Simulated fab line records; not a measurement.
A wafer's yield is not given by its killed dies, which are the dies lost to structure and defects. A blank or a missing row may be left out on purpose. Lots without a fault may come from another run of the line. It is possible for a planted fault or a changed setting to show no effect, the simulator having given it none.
Matching of chambers | flow n5Finfet | 4 sister chambers for N5_STI_FIN_REVEAL_CMP_04 on cmp-01
The step polishes, stops on Si3N4, t overpolish 4 s, target thk 131.83 nm. 14 wafers are shown with their chamber, then 7 later ones without.

== WAFERS, EACH WITH ITS CHAMBER ==
wafer  | chamber | headPressurePsi (psi) | motorCurrentA (A) | overpolishRunS (s)
L074.1 | 0       | 2.005                 | 8.4               | 4.023
L074.4 | 3       | 1.994                 | 7.2               | 4.010
L074.5 | 1       | 1.994                 | 7.6               | 3.994
L078.2 | 1       | 2.000                 | 7.9               | 4.003
L078.4 | 3       | 1.998                 | 7.4               | 4.017
L078.6 | 1       | 1.998                 | 7.7               | 4.014
L084.2 | 2       | 2.004                 | 7.8               | 3.997
L084.4 | 1       | 1.998                 | 7.7               | 4.002
L084.5 | 0       | 2.000                 | 7.8               | 3.993
L085.1 | 3       | 1.999                 | 7.4               | 3.997
L085.3 | 0       | 1.995                 | 7.7               | 3.986
L085.5 | 2       | 2.002                 | 7.2               | 3.988
L088.1 | 0       | 2.004                 | 7.4               | 4.002
L088.4 | 1       | 1.996                 | 7.5               | 3.989

SIGNATURES (means of the wafers above)
reading         | chamber 0 | chamber 1 | chamber 2 | chamber 3 | scatter within a chamber
headPressurePsi | 2.00100   | 1.99720   | 2.00300   | 1.99700   | 0.00314
motorCurrentA   | 7.825     | 7.680     | 7.500     | 7.333     | 0.287
overpolishRunS  | 4.00100   | 4.00040   | 3.99250   | 4.00800   | 0.0118
Rule: a wafer lies at a distance from a chamber equal to the root of the sum of squares, over the readings, of (its reading less the chamber's mean, divided by the reading's scatter). If the next closest chamber is less than 2 further off than the closest, the wafer can't be placed; otherwise it belongs to the closest. How the scatter is found: for the shown wafers, subtract from each reading the mean of its chamber, square and add these, divide the total by (wafers less chambers), then take the root.

== WAFERS WHOSE CHAMBER IS MISSING ==
wafer  | headPressurePsi (psi) | motorCurrentA (A) | overpolishRunS (s)
L088.6 | 2.001                 | 7.4               | 3.990
L092.1 | 1.994                 | 8.0               | 3.986
L092.2 | 1.994                 | 8.2               | 3.993
L092.4 | 1.993                 | 7.1               | 4.003
L095.3 | 2.000                 | 7.1               | 3.993
L095.4 | 1.998                 | 7.1               | 3.999
L095.6 | 1.999                 | 7.2               | 4.003

== EACH ONE'S CHAMBER ==
wafer  | from the rows above               | in truth
L088.6 | can't be placed: 2 or 0 or 1 or 3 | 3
L092.1 | can't be placed: 1 or 0 or 3 or 2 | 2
L092.2 | can't be placed: 1 or 0 or 3 or 2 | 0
L092.4 | can't be placed: 3 or 1           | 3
L095.3 | can't be placed: 2 or 3 or 1 or 0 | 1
L095.4 | can't be placed: 3 or 1 or 2 or 0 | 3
L095.6 | can't be placed: 3 or 1 or 2 or 0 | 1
Correct placement for 0 of the 7. From these rows, 7 cannot be placed; in 7 the true chamber is one of the candidates. Number placed wrongly: 0.
